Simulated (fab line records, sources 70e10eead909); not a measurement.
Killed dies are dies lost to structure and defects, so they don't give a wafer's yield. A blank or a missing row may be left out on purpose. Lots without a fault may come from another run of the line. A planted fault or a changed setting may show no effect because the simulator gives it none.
Chamber matching | flow nand_harc | NHARC_A_CHANNEL_HOLE_D2_PRECLEAN_29 on wet_bench-03: 7 sister chambers
The step cleans in SC1. 14 wafers are shown with their chamber, then 7 later ones without.

WAFERS WITH THEIR CHAMBER
wafer  | chamber | bath_heat_duty_pct (%) | bath_guard_temp_C (C)
L608.1 | 4       | 6.5                    | 50.2
L608.4 | 5       | 5.8                    | 49.3
L608.6 | 7       | 9.7                    | 50.1
L609.3 | 3       | 7.4                    | 49.8
L609.5 | 2       | 5.1                    | 50.1
L609.6 | 7       | 8.2                    | 49.9
L614.3 | 6       | 8.5                    | 50.0
L614.5 | 7       | 8.5                    | 50.1
L614.6 | 3       | 7.9                    | 50.0
L618.2 | 5       | 6.5                    | 49.5
L618.5 | 7       | 9.1                    | 50.0
L618.6 | 0       | 7.7                    | 50.2
L619.2 | 3       | 8.1                    | 49.5
L619.3 | 2       | 4.7                    | 50.3

SIGNATURES (means of the wafers above)
reading            | chamber 0 | chamber 2 | chamber 3 | chamber 4 | chamber 5 | chamber 6 | chamber 7 | scatter within a chamber
bath_heat_duty_pct | 7.700     | 4.900     | 7.800     | 6.500     | 6.150     | 8.500     | 8.875     | 0.523
bath_guard_temp_C  | 50.200    | 50.200    | 49.767    | 50.200    | 49.400    | 50.000    | 50.025    | 0.167
Rule: a wafer's distance from a chamber is the root of the sum, over the readings, of the square of ((its reading less the chamber's mean) divided by the reading's scatter). The wafer belongs to the nearest chamber; if the next one is less than 2 further off, it can't be placed. The scatter: the root of (the sum of the squares of (reading less its chamber's mean) over the shown wafers, divided by (wafers less chambers)).

WAFERS WITHOUT THEIR CHAMBER
wafer  | bath_heat_duty_pct (%) | bath_guard_temp_C (C)
L619.6 | 5.4                    | 49.4
L623.1 | 8.1                    | 49.9
L623.4 | 7.1                    | 50.1
L623.6 | 5.8                    | 50.0
L624.3 | 9.2                    | 49.9
L624.4 | 5.5                    | 49.6
L624.5 | 7.3                    | 49.7

WHICH CHAMBER EACH WENT THROUGH
wafer  | from the rows above               | in truth
L619.6 | 5                                 | 5
L623.1 | can't be placed: 6 or 3 or 7 or 0 | 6
L623.4 | can't be placed: 4 or 0 or 3 or 6 | 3
L623.6 | can't be placed: 4 or 2 or 5      | 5
L624.3 | can't be placed: 7 or 6 or 3      | 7
L624.4 | 5                                 | 5
L624.5 | can't be placed: 3 or 5 or 6      | 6
Placed correctly: 2 of 7. Can't be placed from these rows: 5 (the true chamber is among the candidates in 5). Placed wrongly: 0.
